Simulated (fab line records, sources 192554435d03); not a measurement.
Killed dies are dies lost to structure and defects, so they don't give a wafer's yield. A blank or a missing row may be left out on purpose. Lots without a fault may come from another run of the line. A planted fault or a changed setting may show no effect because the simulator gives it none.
Which tool did it? | flow n5_finfet | 10 lots, 30 wafers sampled, at 3 steps of a route of 1938

WHAT THE GAUGES READ, wafer by wafer
N5_MOL_CONTACT_COAG_CD_MEAS_40: target cd 25.1 nm.
lot  | measured     | on        | cd_nm (nm)
L495 | day 5 12:46  | cd_sem-01 | 24.92 25.07 25.07
L497 | day 5 16:40  | cd_sem-01 | 25.15 25.06 25.03
L498 | day 6 07:52  | cd_sem-03 | 24.85 25.29 25.46
L503 | day 7 04:58  | cd_sem-02 | 25.41 25.02 25.52
L504 | day 7 06:26  | cd_sem-02 | 25.77 25.12 25.68
L506 | day 7 23:25  | cd_sem-02 | 25.43 25.34 25.10
L513 | day 9 22:36  | cd_sem-01 | 25.09 25.02 24.86
L514 | day 10 05:32 | cd_sem-03 | 25.13 24.86 25.25
L517 | day 10 19:44 | cd_sem-02 | 25.28 25.21 25.42
L518 | day 11 00:43 | cd_sem-03 | 24.62 24.73 25.13

WHICH TOOL RAN EACH LOT (tool, then ch and the chambers of the sampled wafers, then the start)
lot  | N5_MOL_CONTACT_COAG_ETCH_91        | N5_MOL_CONTACT_COAG_COAT_64
L495 | rie_diel-05 ch 0,1,2, day 5 11:57  | litho_track-02 ch 0, day 5 12:29
L497 | rie_diel-03 ch 0,1, day 5 15:46    | litho_track-02 ch 0, day 5 16:16
L498 | rie_diel-05 ch 0,3, day 6 07:05    | litho_track-01 ch 0, day 6 07:35
L503 | rie_diel-05 ch 0,1,3, day 7 04:04  | litho_track-01 ch 0, day 7 04:34
L504 | rie_diel-04 ch 1,2, day 7 05:40    | litho_track-01 ch 0, day 7 06:10
L506 | rie_diel-04 ch 0,1,2, day 7 22:31  | litho_track-01 ch 0, day 7 23:01
L513 | rie_diel-05 ch 0,3, day 9 21:49    | litho_track-05 ch 0, day 9 22:19
L514 | rie_diel-05 ch 0,3, day 10 04:37   | litho_track-05 ch 0, day 10 05:07
L517 | rie_diel-04 ch 1,3, day 10 18:57   | litho_track-01 ch 0, day 10 19:27
L518 | rie_diel-03 ch 0,1,3, day 10 23:56 | litho_track-01 ch 0, day 11 00:26
- N5_MOL_CONTACT_COAG_ETCH_91: etches SOC in N2/H2, target depth 60 nm, overetch 21 nm, time 101.2 s.
- N5_MOL_CONTACT_COAG_COAT_64: time 60 s, resist thk 10 nm.

THE ANSWER, worked out from the rows above alone
Rule: what is usual is taken from the lots themselves. Put in order of their means at a reading, lots are off if they are a third of the lots or fewer, leave a main group of 4 or more, and stand apart from it by a gap of 3 or more times the standard deviation of the main group's means; of several such gaps the widest counts. A main group whose means are all the same, to the digits that the tables above print for the reading, isn't used. A lot without any number at a reading at which 4 lots or more have one is off too. The other lots that the step has rows for count as sound.
No lot is off at any reading shown: from this, nothing can be told.

WHAT THE SIMULATOR HAD PUT IN
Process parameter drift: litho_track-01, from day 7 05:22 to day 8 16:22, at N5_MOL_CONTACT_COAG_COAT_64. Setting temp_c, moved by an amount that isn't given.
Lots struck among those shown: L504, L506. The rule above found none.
